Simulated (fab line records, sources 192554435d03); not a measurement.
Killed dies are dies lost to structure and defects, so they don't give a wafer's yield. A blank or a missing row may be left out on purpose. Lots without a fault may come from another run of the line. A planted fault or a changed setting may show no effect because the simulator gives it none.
Problem report in the 8D (eight disciplines) form, filled by code | flow n5_finfet | the parts of the form that need people (team, actions taken, sign-off) are left out

1. THE PROBLEM
killed_at_M4_up at N5_PASSIVATION_PROBE_49 reads a mean of 132 on 2 wafers of 2 lots; wafers without a fault read 13 with a standard deviation of 5.6. That is +21 standard deviations from the usual mean.
First seen on wafer L949.5, day 17 18:58, on prober-01. The record holds 17 wafers of 6 lots with a number at this step. Rule for "out", or "out of limits": more than 4 standard deviations from the usual mean. The other wafers with a number count as sound.

2. WHAT IT IS AND WHAT IT IS NOT
question                    | is                                                                                                   | is not
which readings at this step | killed_at_M4_up, defect_limited_yield, killed_dies, sort_bin_5_function, sort_n_pass, sort_yield_pct | killed_at_M0_to_M3, killed_at_contacts, killed_at_front_end, killed_open, killed_short, sort_bin_8_speed
which lots                  | L949, L950                                                                                           | L937, L940, L941, L951
which wafers of those lots  | L949.5, L950.2                                                                                       | L949.3, L949.6, L950.1
read on which tools         | prober-01                                                                                            | prober-02
when                        | from day 17 18:58                                                                                    | up to then (10 sound wafers); but 5 sound wafers of L949, L950, L951 came after

3. SUSPECTS, AND WHAT RULES EACH OUT
Counting: a tool at a process step up to the reading stays a suspect if it ran every lot that is out. Sound lots after the first of them don't rule it out here, since some wafers of a struck lot are sound.
- ald_metal-04 at N5_BEOL_M9_ALD_74 (deposits TaN, target thk 2 nm, pulse time 2 s, purge time 3 s): kept. It ran every lot that is out, first L949 (day 15 04:38); its last sound lot up to then is L941 (day 13 21:44).
- prober-01 at N5_PASSIVATION_PROBE_49: kept. It ran every lot that is out, first L949 (day 17 18:52). Its own readings are out on those wafers: defect_limited_yield, killed_at_M4_up, killed_dies, sort_bin_5_function, sort_n_pass, sort_yield_pct.
- Within ald_metal-04 at N5_BEOL_M9_ALD_74: the wafers that are out ran in chamber 3; their sound lot-mates ran in chambers 0, 1, 2.
Left after counting: ald_metal-04 at N5_BEOL_M9_ALD_74, prober-01 at N5_PASSIVATION_PROBE_49.

4. THE CAUSE (what the simulator had put in)
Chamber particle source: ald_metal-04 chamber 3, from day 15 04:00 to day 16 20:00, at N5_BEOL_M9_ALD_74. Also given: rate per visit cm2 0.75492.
Counting left 2 suspects, and this tool is among them.

5. THE CHAIN OF EFFECTS, in route order
Each row: a reading whose mean over the struck wafers that have a number lies more than 3 standard deviations from the usual. Only readings for which the record gives a usual standard deviation are gone through. hours: the time from each lot's start at the first step in this table that gives one to its start at this step, as a median over the lots. sigmas: the change in usual standard deviations.
hours | step                    | reading              | usual  | on struck wafers | change | sigmas
0     | N5_PASSIVATION_PROBE_49 | defect_limited_yield | 91.4 % | 81.2             | -10.2  | -7.3
0     | N5_PASSIVATION_PROBE_49 | killed_at_M4_up      | 13     | 132              | +120   | +21
0     | N5_PASSIVATION_PROBE_49 | killed_dies          | 101    | 222              | +120   | +7.1
0     | N5_PASSIVATION_PROBE_49 | sort_bin_5_function  | 5.0 %  | 11.7             | +6.7   | +7.2
0     | N5_PASSIVATION_PROBE_49 | sort_n_pass          | 1078   | 958              | -120   | -7.0
0     | N5_PASSIVATION_PROBE_49 | sort_yield_pct       | 91.4 % | 81.2             | -10.2  | -7.3
The process steps in it:
- N5_PASSIVATION_PROBE_49

6. WHAT WOULD HAVE CAUGHT IT SOONER
In this record the first reading out of limits was taken at day 17 18:58, 63 hours after the fault began at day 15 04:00.
Of the tool readings at N5_BEOL_M9_ALD_74 for which the record gives a usual standard deviation, none was out on any struck wafer, so an alarm limit of 4 standard deviations on them would not have fired.
All the lots that are out (2) had begun N5_BEOL_M9_ALD_74 on ald_metal-04 by day 17 18:58. A hold on the tool at that time would have spared none of them.
